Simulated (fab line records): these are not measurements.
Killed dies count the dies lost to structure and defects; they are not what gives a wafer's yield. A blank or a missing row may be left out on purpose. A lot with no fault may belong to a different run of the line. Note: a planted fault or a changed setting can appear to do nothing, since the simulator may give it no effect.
fab line records	flow nand_harc
[record] lots = 6	wafers = 18	last_day = 23
route steps=1159 shown THIN_TSV@1101 END@1159
lots untouched by any fault: they come from a run of this same line in which no faults occurred
start_h: hours from the record's opening day to when the first of the lot's shown wafers began	wait_h: time in hours since the lot's previous step	" same as the row above	L1.1+2: several wafers, shown together as one row	- no value present, or no start provided	* or withheld: withheld	< > ~ a bound
route shown NAME@n: names a module that has steps shown in the file, with the first one's number in the route	usual: the fault-free wafers' mean and standard deviation	same: alike in all rows	chamber/n: place in a boat	sites: per-site readings	_std_site: how widely they spread, as a standard deviation	_edge_site: the outer-site mean with the inner-site mean subtracted	radius_mm: for every site, how far away it sits from the centre of the wafer	mask NAME#n: copy n	behind: the tool/chamber that last shaped the wafer	hold: reason for holding the lot/hours on hold/outcome of the hold	device: the n, p or np transistor that did not switch	end of line: the same wafers' tests at the end of the route	for a step that has no rows: nothing shown but its recipe	killed: at the first sort, the dies lost to defects and structure; wafer yield is something else	map: a wafer's dies, marking killed ones x, the rest . and places with no die _
set.NAME: the setting as run; set.NAME@STEP: as run at that earlier step	model.NAME: the simulator's own value behind a step, which no gauge read
lots at selected steps of the route; one table per step, one row per wafer
services: when a tool's chamber went out of use (start_h, in hours from the record's first day, below 0 if earlier), for how many hours, and the reason
[[steps]]
[step NHARC_THIN_TSV_GRIND_00]
[recipe] target_thk_um = 6
[step NHARC_THIN_TSV_CMP_01]
[recipe] target_thk_um = 3
[usual] edge_zone_pressure_frac = 1.000/0.0048	motor_current_A = 11.8/1.2	retaining_ring_pressure_frac = 1.000/0.0051
lot.wafer	tool	chamber	start_h	wait_h	edge_zone_pressure_frac	motor_current_A	retaining_ring_pressure_frac
L245.2	cmp-01	3	487.96	0.8	1.004	13.4	0.998
L245.4	"	0	"	"	1.009	10.9	1.007
L245.6	"	0	"	"	1.002	10.3	1.008
L244.3	cmp-01	2	489.22	0.7	0.999	11.7	0.999
L244.5	"	0	"	"	1.001	10.5	1.001
L244.6	"	1	"	"	1.007	11.5	1.015
L247.3	cmp-01	1	501.61	0.6	1.006	11.7	0.988
L247.1	"	2	"	"	0.996	11.5	0.991
L247.2	"	0	"	"	0.994	10.3	0.997
L246.3	cmp-02	3	507.34	0.7	0.993	10.3	0.989
L246.1	"	0	"	"	1.000	11.1	1.006
L246.5	"	2	"	"	1.003	11.3	0.993
L250.4	cmp-03	1	524.55	0.5	0.996	12.1	1.002
L250.2	"	2	"	"	0.995	12.1	1.003
L250.6	"	0	"	"	1.001	14.0	1.002
L252.2	cmp-03	0	532.76	0.9	1.003	14.0	0.997
L252.1	"	1	"	"	0.995	12.0	0.993
L252.5	"	2	"	"	1.001	12.9	1.006
[step NHARC_THIN_TSV_THK_MEAS_02]
[recipe] thk_meas_gauge = ir
[usual] thk_nm = 2996/230
lot.wafer	tool	chamber	start_h	wait_h	thk_nm
L245.2	film_metro-01	-	488.22	0.2	3307
L245.4	"	-	"	"	3226
L245.6	"	-	"	"	3355
L244.3	film_metro-01	-	489.44	0.2	2844
L244.5	"	-	"	"	2703
L244.6	"	-	"	"	2986
L247.1	film_metro-01	-	501.87	0.2	2812
L247.2	"	-	"	"	2860
L247.3	"	-	"	"	2923
L246.1	film_metro-01	-	507.56	0.2	3231
L246.3	"	-	"	"	3392
L246.5	"	-	"	"	3535
L250.2	film_metro-02	-	524.77	-	2879
L250.4	"	-	"	"	2911
L250.6	"	-	"	"	3110
L252.1	film_metro-02	-	532.97	-	2995
L252.2	"	-	"	"	2968
L252.5	"	-	"	"	2972
[step NHARC_THIN_TSV_SRD_03]
[step NHARC_THIN_TSV_PRECLEAN_41]
[recipe] time_s = *	temp_c = 50	bath_age_min = 0	chemistry = SC1
[step NHARC_THIN_TSV_SRD_42]
[step NHARC_THIN_TSV_DEP_43]
[recipe] target_thk_a = 13285	temp_c = withheld	pressure_torr = 6.5	rf_w = 900	teos_flow_sccm = 161.4	flow_sccm = 2650	target_thk_nm = 1328.5	gas = O2	material = SiO2
[step NHARC_THIN_TSV_DEHYDRATE_04]
[recipe] temp_c = 150	time_s = 120
[step NHARC_THIN_TSV_HMDS_05]
[recipe] time_s = 30
[step NHARC_THIN_TSV_COAT_06]
[recipe] spin_rpm = *
[step NHARC_THIN_TSV_SOFTBAKE_07]
[recipe] temp_c = 122	time_s = 95
[step NHARC_THIN_TSV_EBR_08]
[step NHARC_THIN_TSV_EXPOSE_09]
[recipe] na = 0.55	dose_mj = 30.7	mask_id = TSV
[usual] exposure_dose_mJ_cm2 = 30.70/0.032
lot.wafer	tool	chamber	start_h	wait_h	mask	exposure_dose_mJ_cm2
L245.2	krf_scanner-04	0	489.00	-	TSV#0	30.74
L245.4	"	0	"	"	TSV#0	30.77
L245.6	"	0	"	"	TSV#0	30.74
L244.3	krf_scanner-02	0	490.36	-	TSV#0	30.69
L244.5	"	0	"	"	TSV#0	30.71
L244.6	"	0	"	"	TSV#0	30.65
L247.1	krf_scanner-04	0	502.77	-	TSV#0	30.68
L247.2	"	0	"	"	TSV#0	30.69
L247.3	"	0	"	"	TSV#0	30.68
L246.1	krf_scanner-04	0	508.33	-	TSV#0	19.88
L246.3	"	0	"	"	TSV#0	19.86
L246.5	"	0	"	"	TSV#0	19.88
L250.2	krf_scanner-04	0	525.68	-	TSV#0	19.85
L250.4	"	0	"	"	TSV#0	19.88
L250.6	"	0	"	"	TSV#0	19.88
L252.1	krf_scanner-01	0	533.75	-	TSV#0	30.71
L252.2	"	0	"	"	TSV#0	30.75
L252.5	"	0	"	"	TSV#0	30.70
[step NHARC_THIN_TSV_PEB_10]
[recipe] peb_temp_c = 118	peb_time_s = 85
[step NHARC_THIN_TSV_DEVELOP_11]
[recipe] time_s = 70
[step NHARC_THIN_TSV_CD_MEAS_12]
[recipe] target_cd_nm = 1000	landing_energy_ev = 500
[usual] cd_nm = 1000.5/1.8
lot.wafer	tool	chamber	start_h	wait_h	cd_nm
L245.2	cd_sem-02	0	489.15	-	1002.1
L245.4	"	0	"	"	1003.4
L245.6	"	0	"	"	1002.3
L244.3	cd_sem-03	0	490.52	-	1000.6
L244.5	"	0	"	"	998.4
L244.6	"	0	"	"	1001.7
L247.1	cd_sem-03	0	502.93	-	1000.6
L247.2	"	0	"	"	1003.3
L247.3	"	0	"	"	1000.7
L246.1	cd_sem-02	0	508.48	-	993.5
L246.3	"	0	"	"	989.8
L246.5	"	0	"	"	992.9
L250.2	cd_sem-01	0	525.84	-	991.1
L250.4	"	0	"	"	995.3
L250.6	"	0	"	"	992.9
L252.1	cd_sem-03	0	533.90	-	1004.3
L252.2	"	0	"	"	1000.2
L252.5	"	0	"	"	1001.3
[step NHARC_THIN_TSV_HARDBAKE_13]
[recipe] temp_c = 125	time_s = 80
[step NHARC_THIN_TSV_DESCUM_14]
[recipe] time_s = 3	o2_flow_sccm = 200	ar_flow_sccm = 0	bias_power_w = 0	chemistry = O2
[usual] drypump_motor_current_A = 5.8/0.48	oes_product_au = 1.000/0.012	rf_vpp_V = 57.8/0.94	showerhead_plenum_p_Torr = 1.93/0.075	throttle_valve_pct = 11.311/0.0088
lot.wafer	tool	chamber	start_h	wait_h	drypump_motor_current_A	oes_product_au	rf_hours_counter_h	rf_vpp_V	showerhead_plenum_p_Torr	throttle_valve_pct
L245.2	rie_diel-05	3	489.31	-	6.2	0.990	15	58.4	1.84	11.323
L245.4	"	1	"	"	6.3	0.991	15	59.0	2.00	11.307
L245.6	"	0	"	"	6.4	0.994	-	58.6	1.91	11.320
L244.3	rie_diel-05	3	490.68	-	6.2	0.967	16	57.5	1.84	11.330
L244.5	"	2	"	"	5.5	1.005	-	59.1	1.98	11.307
L244.6	"	3	"	"	6.2	0.983	-	55.9	1.84	11.309
L247.3	rie_diel-02	3	503.09	-	5.4	1.006	12	58.1	1.99	11.304
L247.2	"	0	"	"	6.3	1.000	12	56.6	1.93	11.306
L247.1	"	2	"	"	5.7	1.006	10	57.7	1.91	11.330
L246.3	rie_diel-05	2	508.64	-	5.4	1.003	18	57.3	1.98	11.306
L246.1	"	1	"	"	6.4	1.010	18	58.2	2.00	11.318
L246.5	"	3	"	"	6.2	0.984	-	56.5	1.84	11.315
L250.4	rie_diel-02	0	526.00	-	6.3	1.014	1	57.4	1.93	11.310
L250.2	"	1	"	"	5.6	1.006	1	59.3	2.06	11.308
L250.6	"	3	"	"	5.4	1.008	-	58.0	1.99	11.312
L252.1	rie_diel-02	1	534.06	-	5.7	1.023	2	56.6	2.06	11.314
L252.2	"	2	"	"	5.7	1.011	2	56.3	1.91	11.320
L252.5	"	2	"	"	5.7	0.998	-	60.1	1.91	11.322
[step NHARC_THIN_TSV_ETCH_44]
[recipe] target_depth_a = 15942	time_s = 797.1	cf4_flow_sccm = 150	o2_flow_sccm = 10	ar_flow_sccm = 0	rf_w = 300	bias_w = 800	chemistry = CF4/O2
[step NHARC_THIN_TSV_ETCH_15]
[recipe] target_depth_a = 30000	bosch_target_overetch_cycles = 2	bosch_etch_step_s = 2.8	bosch_dep_step_s = 1.2	bosch_cycles = 14
[step NHARC_THIN_TSV_CD_MEAS_16]
[usual] cd_nm = 1000.6/1.9
lot.wafer	tool	chamber	start_h	wait_h	cd_nm
L245.2	cd_sem-02	-	490.12	0.1	1002.8
L245.4	"	-	"	"	1004.0
L245.6	"	-	"	"	1001.7
L244.3	cd_sem-03	-	491.47	0.1	1002.6
L244.5	"	-	"	"	998.5
L244.6	"	-	"	"	1003.3
L247.1	cd_sem-01	-	503.90	0.1	1001.1
L247.2	"	-	"	"	1003.0
L247.3	"	-	"	"	1001.5
L246.1	cd_sem-02	-	509.45	0.1	993.3
L246.3	"	-	"	"	990.6
L246.5	"	-	"	"	993.2
L250.2	cd_sem-01	-	526.80	0.1	989.9
L250.4	"	-	"	"	994.8
L250.6	"	-	"	"	992.7
L252.1	cd_sem-02	-	534.86	0.1	1003.9
L252.2	"	-	"	"	1001.1
L252.5	"	-	"	"	1001.1
[step NHARC_THIN_TSV_STRIP_45]
[recipe] power_w = 1500	temp_c = 250	chemistry = O2
[step NHARC_THIN_TSV_STRIP_46]
[recipe] time_s = 1200	temp_c = 72.5	chemistry = post_etch_residue_remover
[step NHARC_THIN_TSV_DEP_47]
[recipe] target_thk_a = 2000	temp_c = withheld	pressure_torr = 6.5	rf_w = 900	teos_flow_sccm = 161.4	flow_sccm = 2650	target_thk_nm = 200	gas = O2	material = SiO2
[usual] flow_sccm = 2649/8.6	throttle_valve_pct = 15.8/0.47
lot.wafer	tool	chamber	start_h	wait_h	flow_sccm	throttle_valve_pct
L245.2	pecvd-02	1	490.99	-	2647	16.0
L245.4	"	2	"	"	2646	16.3
L245.6	"	0	"	"	2653	15.5
L244.3	pecvd-04	1	492.44	-	2658	15.7
L244.6	"	2	"	"	2669	15.4
L244.5	"	1	"	"	2653	15.8
L247.3	pecvd-04	2	504.77	-	2644	15.6
L247.2	"	0	"	"	2655	16.6
L247.1	"	1	"	"	2645	16.0
L246.1	pecvd-02	2	510.33	-	2657	16.4
L246.3	"	1	"	"	2659	16.0
L246.5	"	1	"	"	2652	15.8
L250.2	pecvd-04	1	527.67	-	2666	15.7
L250.6	"	2	"	"	2647	15.7
L250.4	"	0	"	"	2639	16.6
L252.1	pecvd-04	1	535.81	-	2643	15.7
L252.2	"	2	"	"	2651	15.8
L252.5	"	1	"	"	2650	16.0
[step NHARC_THIN_TSV_ETCHBACK_48]
[recipe] target_depth_a = 10285	over_etch_frac = 0.3	time_s = 405.17	ion_energy_ev = 250	c4f8_flow_sccm = withheld	ar_flow_sccm = withheld	rf_w = 600	bias_w = 300	chemistry = C4F8/Ar
[step NHARC_THIN_TSV_STRIP_62]
[recipe] power_w = 1500	temp_c = 250	time_s = 20	chemistry = N2/H2
[usual] drypump_motor_current_A = 5.8/0.58	heater_power_w = 328/13
lot.wafer	tool	chamber	start_h	wait_h	drypump_motor_current_A	heater_power_w	rf_hours_counter_h
L245.2	plasma_asher-01	1	491.83	-	5.9	328	8
L245.4	"	0	"	"	5.8	335	-
L245.6	"	0	"	"	5.8	341	-
L244.3	plasma_asher-02	0	493.15	-	5.1	317	-
L244.6	"	0	"	"	5.1	317	-
L244.5	"	1	"	"	6.6	330	-
L247.1	plasma_asher-02	1	505.60	-	6.6	335	46
L247.2	"	0	"	"	5.1	306	46
L247.3	"	0	"	"	5.1	309	-
L246.1	plasma_asher-01	0	511.09	-	5.8	335	15
L246.3	"	0	"	"	5.8	343	-
L246.5	"	0	"	"	5.9	348	-
L250.2	plasma_asher-02	1	528.43	-	6.6	329	52
L250.4	"	1	"	"	6.6	331	-
L250.6	"	0	"	"	5.1	307	-
L252.2	plasma_asher-02	0	536.53	-	5.1	315	54
L252.1	"	1	"	"	6.6	336	54
L252.5	"	1	"	"	6.6	341	-
[step NHARC_THIN_TSV_DEGAS_49]
[recipe] temp_c = 300	time_s = 120
[step NHARC_THIN_TSV_PRE_CLEAN_50]
[recipe] time_s = 30	temp_c = 280	gas = H2/He
[step NHARC_THIN_TSV_PVD_19]
[recipe] target_thk_a = 200	chamber_pressure_pa = 5	material = TaN
[step NHARC_THIN_TSV_PVD_51]
[recipe] target_thk_a = 1000	chamber_pressure_pa = 5	material = Cu
[step NHARC_THIN_TSV_ECD_20]
[recipe] target_thk_a = 20000	material = Cu
[step NHARC_THIN_TSV_ANNEAL_52]
[recipe] temp_c = 225	time_s = 90
[step NHARC_THIN_TSV_CMP_21]
[recipe] t_overpolish_s = 30	target_thk_nm = 2000
[usual] edge_zone_pressure_frac = 1.000/0.0046	motor_current_A = 11.9/1.2	overpolish_run_s = 30.000/0.01	retaining_ring_pressure_frac = 1.000/0.0053
lot.wafer	tool	chamber	start_h	wait_h	edge_zone_pressure_frac	motor_current_A	overpolish_run_s	retaining_ring_pressure_frac
L245.4	cmp-02	2	493.52	-	1.001	11.7	29.997	0.992
L245.2	"	3	"	"	0.999	9.5	30.005	1.009
L245.6	"	2	"	"	0.994	11.1	29.985	0.991
L244.3	cmp-03	3	494.81	-	0.998	9.9	30.001	0.998
L244.5	"	3	"	"	1.003	10.3	30.004	0.992
L244.6	"	0	"	"	0.997	13.7	30.010	0.997
L247.3	cmp-03	3	507.32	-	1.000	10.1	29.998	0.998
L247.2	"	0	"	"	0.994	14.6	29.999	0.996
L247.1	"	2	"	"	0.998	12.9	29.982	0.996
L246.1	cmp-01	2	512.79	-	1.006	11.6	30.009	0.996
L246.3	"	3	"	"	0.999	13.0	29.985	1.003
L246.5	"	2	"	"	0.999	11.4	30.010	1.008
L250.2	cmp-02	3	530.16	-	0.999	9.8	29.983	1.002
L250.4	"	1	"	"	0.992	12.8	29.996	1.000
L250.6	"	3	"	"	1.004	9.4	29.985	1.008
L252.1	cmp-03	0	538.26	-	1.000	14.4	30.001	0.995
L252.2	"	2	"	"	1.003	11.9	29.999	0.992
L252.5	"	0	"	"	0.995	13.7	30.013	0.996
[step NHARC_THIN_TSV_SRD_23]
[step NHARC_THIN_TSV_DEGAS_53]
[recipe] temp_c = 300	time_s = 60
[step NHARC_THIN_TSV_PRE_CLEAN_54]
[recipe] time_s = 30	temp_c = 280	gas = H2/He
[step NHARC_THIN_TSV_PVD_55]
[recipe] target_thk_a = 500	material = TiN
[step NHARC_THIN_TSV_PVD_24]
[recipe] target_thk_a = 8000	power_w = withheld	chamber_pressure_pa = withheld	substrate_temp_c = withheld	time_s = withheld	gas = Ar	material = Al
[step NHARC_THIN_TSV_DEHYDRATE_25]
[recipe] temp_c = 150	time_s = 120
[step NHARC_THIN_TSV_HMDS_26]
[recipe] time_s = 30
[step NHARC_THIN_TSV_COAT_27]
[recipe] spin_rpm = *
[step NHARC_THIN_TSV_CD_MEAS_37]
[usual] cd_nm = 4999.3/2.6
lot.wafer	tool	chamber	start_h	wait_h	cd_nm
L245.2	cd_sem-01	-	496.56	-	5002.8
L245.4	"	-	"	"	5004.6
L245.6	"	-	"	"	5001.3
L244.3	cd_sem-02	-	497.74	-	5001.1
L244.5	"	-	"	"	4998.0
L244.6	"	-	"	"	5001.7
L247.1	cd_sem-03	-	510.37	-	4999.4
L247.2	"	-	"	"	5000.7
L247.3	"	-	"	"	4999.2
L246.1	cd_sem-02	-	515.81	-	4992.8
L246.3	"	-	"	"	4989.4
L246.5	"	-	"	"	4992.0
L250.2	cd_sem-03	-	533.18	-	4987.7
L250.4	"	-	"	"	4993.2
L250.6	"	-	"	"	4990.7
L252.1	cd_sem-01	-	541.64	-	5001.0
L252.2	"	-	"	"	5000.6
L252.5	"	-	"	"	5000.9
[step NHARC_END_SORT_01]
[recipe] temp_c = 25
[usual] defect_limited_yield = 95.1/1.3	killed_at_array = 29/8.4	killed_at_other = 0.7/1.2	killed_at_periphery = 3.8/2.1	killed_dies = 33/9	killed_open = 3.4/2	killed_short = 2.1/1.4	sort_bin_2_pct = 1.5/0.56	sort_bin_3_pct = 0.26/0.2	sort_bin_4_pct = 3.1/0.91	sort_n_pass = 644/9	sort_rim_yield_pct = 96.2/2.2	sort_yield_pct = 95.1/1.3
[same] gross_dies = 677	sort_bin_5_pct[%] = 0	sort_bin_6_pct[%] = 0	sort_bin_7_pct[%] = 0	sort_bin_8_pct[%] = 0	sort_rim_n_gross = 106.00
lot.wafer	tool	chamber	start_h	wait_h	defect_limited_yield[%]	killed_at_array	killed_at_other	killed_at_periphery	killed_dies	killed_open	killed_short	sort_bin_2_pct[%]	sort_bin_3_pct[%]	sort_bin_4_pct[%]	sort_n_pass	sort_rim_yield_pct[%]	sort_yield_pct[%]
L245.2	prober-01	0	519.75	2.8	95.0	31	1	2	34	4	2	0.7	0.30	4.0	643	99.1	95.0
L245.4	prober-01	0	521.35	3.4	96.0	26	0	1	27	2	2	1.3	0.44	2.2	650	100.0	96.0
L245.6	prober-01	0	522.95	4.0	95.6	27	0	3	30	2	5	1.0	0.44	3.0	647	96.2	95.6
L244.3	prober-01	0	528.34	3.1	96.3	21	2	2	25	1	1	0.9	0.30	2.5	652	99.1	96.3
L244.5	prober-01	0	529.95	3.7	95.6	23	2	5	30	6	1	1.0	0.15	3.2	647	96.2	95.6
L244.6	prober-01	0	530.76	4.0	95.0	26	3	5	34	2	3	1.5	0.44	3.1	643	92.5	95.0
L246.1	prober-01	0	534.61	2.5	95.4	27	2	2	31	4	1	1.8	0.15	2.7	646	95.3	95.4
L246.3	prober-01	0	536.23	3.1	94.7	28	1	7	36	11	2	2.2	0	3.1	641	95.3	94.7
L246.5	prober-01	0	537.86	3.7	95.9	28	0	0	28	2	1	1.6	0.15	2.4	649	98.1	95.9
// killed by level:class
L245.2 A_SLIT:chamber_film_flake=14 A_CHANNEL_HOLE_D1:chamber_film_flake=6 A_STAIRCASE:chamber_film_flake=4 A_CONTACT:chamber_film_flake=3 P_CONTACT:geometric_particle:open=1 A_SGD_CUT:geometric_particle:short=1 A_WL_FILL:geometric_particle:short=1 A_WL_FILL:geometric_particle:open=1
L245.4 A_SLIT:chamber_film_flake=14 A_CHANNEL_HOLE_D1:chamber_film_flake=3 A_STAIRCASE:chamber_film_flake=3 A_ONON_D1:geometric_particle:short=1 A_CONTACT:geometric_particle:open=1 A_BLC:geometric_particle:short=1 A_M0:geometric_particle:open=1 P_STI:chamber_film_flake=1
L245.6 A_SLIT:chamber_film_flake=12 A_CHANNEL_HOLE_D1:chamber_film_flake=4 A_STAIRCASE:chamber_film_flake=4 P_CONTACT:geometric_particle:short=2 A_ONON_D1:geometric_particle:short=1 A_CHANNEL_FILL_D1:geometric_particle:short=1 A_CONTACT:geometric_particle:open=1 A_CONTACT:geometric_particle:short=1
L244.3 A_CHANNEL_HOLE_D1:chamber_film_flake=12 A_STAIRCASE:chamber_film_flake=3 A_CONTACT:chamber_film_flake=3 P_GATE:chamber_film_flake=2 A_ONON_D1:geometric_particle:short=1 STARTING-WAFER:geometric_particle:open=1 A_WL_FILL:chamber_film_flake=1 A_M0:chamber_film_flake=1
L244.5 A_CHANNEL_HOLE_D1:chamber_film_flake=10 A_CONTACT:chamber_film_flake=5 P_GATE:chamber_film_flake=3 A_M0:geometric_particle:open=2 A_STAIRCASE:chamber_film_flake=2 THIN_TSV:chamber_film_flake=2 P_CONTACT:geometric_particle:short=1 A_CHANNEL_FILL_D1:geometric_particle:open=1
L244.6 A_CHANNEL_HOLE_D1:chamber_film_flake=14 A_CONTACT:chamber_film_flake=4 P_GATE:chamber_film_flake=3 A_STAIRCASE:chamber_film_flake=3 THIN_TSV:chamber_film_flake=3 A_ONON_D1:geometric_particle:short=2 A_CHANNEL_HOLE_D1:geometric_particle:open=1 A_WL_FILL:geometric_particle:short=1
L246.1 A_SLIT:chamber_film_flake=11 A_CHANNEL_HOLE_D1:chamber_film_flake=6 A_WL_FILL:chamber_film_flake=3 A_M0:geometric_particle:open=2 A_STAIRCASE:chamber_film_flake=2 THIN_TSV:chamber_film_flake=2 P_GATE:geometric_particle:open=1 A_SOURCE_PLATE:geometric_particle:short=1
L246.3 A_SLIT:chamber_film_flake=13 A_CHANNEL_HOLE_D1:chamber_film_flake=4 P_M0:geometric_particle:open=3 A_CONTACT:chamber_film_flake=3 P_GATE:geometric_particle:open=2 P_CONTACT:geometric_particle:open=2 A_ONON_D1:geometric_particle:open=2 A_CHANNEL_FILL_D1:geometric_particle:short=1
L246.5 A_SLIT:chamber_film_flake=16 A_CHANNEL_HOLE_D1:chamber_film_flake=4 A_STAIRCASE:chamber_film_flake=3 A_CONTACT:chamber_film_flake=2 A_CHANNEL_FILL_D1:geometric_particle:short=1 A_CONTACT:geometric_particle:open=1 A_M0:geometric_particle:open=1
[[services]]
tool	chamber	start_h	hours	kind
rie_diel-05	1	466.88	7.2	repair
krf_scanner-04	-	470.02	4.0	pm
cmp-02	-	471.07	3.0	repair
rie_diel-05	0	472.36	-	clean
rie_diel-05	2	472.36	-	clean
rie_diel-05	3	472.36	-	clean
cmp-01	-	473.65	4.0	pm
krf_scanner-04	-	477.39	0.5	repair
cmp-01	-	477.65	-	consumable_replace:conditioner
cmp-01	-	477.65	-	consumable_replace:pad
rie_diel-02	0	483.99	-	clean
cmp-02	-	484.47	0.6	repair
krf_scanner-02	-	493.43	0.5	repair
rie_diel-02	0	494.94	3.1	repair
cmp-02	-	503.26	2.7	repair
rie_diel-02	-	504.99	9.0	pm
cmp-01	-	507.20	4.9	repair
plasma_asher-02	-	511.01	2.0	repair
pecvd-02	2	513.38	3.7	repair
pecvd-02	-	515.69	13.0	pm
rie_diel-05	-	517.80	9.0	pm
cmp-02	-	520.64	4.0	pm
krf_scanner-04	-	521.19	2.6	repair
krf_scanner-04	-	530.86	10.1	repair
[[key]]
[first_sign] step = NHARC_THIN_TSV_EXPOSE_09	reading = exposure_dose_mJ_cm2	direction = down	sigmas = 99+	usual = 30.70	struck = 19.87
[effect] step = NHARC_THIN_TSV_CD_MEAS_12	reading = cd_nm	direction = down	sigmas = 4.4	usual = 1000.5	struck = 992.6
[effect] step = NHARC_THIN_TSV_CD_MEAS_16	reading = cd_nm	direction = down	sigmas = 4.2	usual = 1000.6	struck = 992.4
[effect] step = NHARC_THIN_TSV_CD_MEAS_37	reading = cd_nm	direction = down	sigmas = 3.2	usual = 4999.3	struck = 4990.9
met_at NHARC_THIN_TSV_EXPOSE_09
struck_wafers L246.1,L246.3,L246.5,L250.2,L250.4,L250.6
onset_between 502.77 508.33
[fault] kind = process_parameter_drift	tool = krf_scanner-04	chamber = -	onset_h = 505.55	steps = NHARC_THIN_TSV_EXPOSE_09	channel = dose_mj	offset = -10.812	shape = step	acts_in = these_recipes_only	stated = 30.7
